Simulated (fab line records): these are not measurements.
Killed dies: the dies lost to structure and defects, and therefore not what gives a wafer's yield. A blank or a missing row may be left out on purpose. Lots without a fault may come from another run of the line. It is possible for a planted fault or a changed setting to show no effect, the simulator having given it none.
Lot-split experiment | flow n5_finfet | route with 1938 steps; 7 lots, 39 wafers read

== THE SPLIT ITSELF ==
At N5_WELL_APT_IMPLANT_15, the setting energy_kev was moved away from the recipe's 25 on 15 of the 39 wafers read, by -15.9% to +13.5%. The other wafers ran this setting at the recipe's value.

The reading comes from the split's own step.

== THE READING ==
In nm, at N5_WELL_APT_IMPLANT_15: implant.drp_nm, which is the simulator's own figure and was read by no gauge. There is no usual value for it anywhere in the file.

wafer  | tool, chamber at the split | energy_kev as run | against the recipe | implant.drp_nm, nm | against lot-mates on the recipe
L076.1 | implanter-01, 0            | 25                | recipe             | 8.457              | -
L076.2 | implanter-01, 0            | 25                | recipe             | 8.457              | -
L076.3 | implanter-01, 0            | 25                | recipe             | 8.457              | -
L078.1 | implanter-02, 0            | 25                | recipe             | 8.457              | -
L078.2 | implanter-02, 0            | 25                | recipe             | 8.457              | -
L078.3 | implanter-02, 0            | 25                | recipe             | 8.457              | -
L078.4 | implanter-02, 0            | 25                | recipe             | 8.457              | -
L078.5 | implanter-02, 0            | 25                | recipe             | 8.457              | -
L078.6 | implanter-02, 0            | 25                | recipe             | 8.457              | -
L079.1 | implanter-01, 0            | 25                | recipe             | 8.457              | -
L079.5 | implanter-01, 0            | 25                | recipe             | 8.457              | -
L079.6 | implanter-01, 0            | 25                | recipe             | 8.457              | -
L079.2 | implanter-01, 0            | 21.02             | -15.9%             | 7.488              | -0.969
L079.3 | implanter-01, 0            | 21.02             | -15.9%             | 7.488              | -0.969
L079.4 | implanter-01, 0            | 21.02             | -15.9%             | 7.488              | -0.969
L087.1 | implanter-01, 0            | 25                | recipe             | 8.457              | -
L087.3 | implanter-01, 0            | 25                | recipe             | 8.457              | -
L087.5 | implanter-01, 0            | 25                | recipe             | 8.457              | -
L087.2 | implanter-01, 0            | 27.03             | +8.1%              | 8.941              | +0.484
L087.4 | implanter-01, 0            | 27.03             | +8.1%              | 8.941              | +0.484
L087.6 | implanter-01, 0            | 27.03             | +8.1%              | 8.941              | +0.484
L089.1 | implanter-01, 0            | 25                | recipe             | 8.457              | -
L089.2 | implanter-01, 0            | 25                | recipe             | 8.457              | -
L089.3 | implanter-01, 0            | 25                | recipe             | 8.457              | -
L089.4 | implanter-01, 0            | 28.37             | +13.5%             | 9.258              | +0.801
L089.5 | implanter-01, 0            | 28.37             | +13.5%             | 9.258              | +0.801
L089.6 | implanter-01, 0            | 28.37             | +13.5%             | 9.258              | +0.801
L095.1 | implanter-01, 0            | 22.19             | -11.2%             | 7.776              | -0.681
L095.5 | implanter-01, 0            | 22.19             | -11.2%             | 7.776              | -0.681
L095.6 | implanter-01, 0            | 22.19             | -11.2%             | 7.776              | -0.681
L095.2 | implanter-01, 0            | 25                | recipe             | 8.457              | -
L095.3 | implanter-01, 0            | 25                | recipe             | 8.457              | -
L095.4 | implanter-01, 0            | 25                | recipe             | 8.457              | -
L096.1 | implanter-02, 0            | 23.77             | -4.9%              | 8.161              | -0.296
L096.4 | implanter-02, 0            | 23.77             | -4.9%              | 8.161              | -0.296
L096.5 | implanter-02, 0            | 23.77             | -4.9%              | 8.161              | -0.296
L096.2 | implanter-02, 0            | 25                | recipe             | 8.457              | -
L096.3 | implanter-02, 0            | 25                | recipe             | 8.457              | -
L096.6 | implanter-02, 0            | 25                | recipe             | 8.457              | -

THE FIT
A straight line over all 39 wafers: implant.drp_nm changes by +0.0602 nm for each +1% of energy_kev; r = +1.00; the points scatter about the line by 0.004 nm.
The same after taking each lot's own level away (the mean of its wafers on the recipe; 39 wafers): +0.0602 nm for each +1%; r = +1.00; scatter 0.004 nm.
The reading moves by 0.96 nm for the largest change in energy_kev, on that fit.
The lots' own levels span 8.4570 to 8.4570 nm.
Consequently the slope shifts little with the lot-to-lot level, the two slopes agreeing.
Check: with one of the wafers moved furthest among these (-15.9%) left out of the fit, the line predicts -0.96 nm for it against its lot-mates. It came out at -0.969 nm against them.

== THE WHOLE CHAIN: every reading that the file lists as answering this split, in the file's order ==
step                   | what it does | reading                                                         | change (the file's fit)                | r (the file's)
N5_WELL_APT_IMPLANT_15 |              | implant.rp_nm (the simulator's own value, which no gauge read)  | +0.141 nm for each +1% of the setting  | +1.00
N5_WELL_APT_IMPLANT_15 |              | implant.drp_nm (the simulator's own value, which no gauge read) | +0.0603 nm for each +1% of the setting | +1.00

== THE FILE'S OWN FIT ==
implant.drp_nm changes by +0.0603 nm for each +1% of energy_kev, r = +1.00.
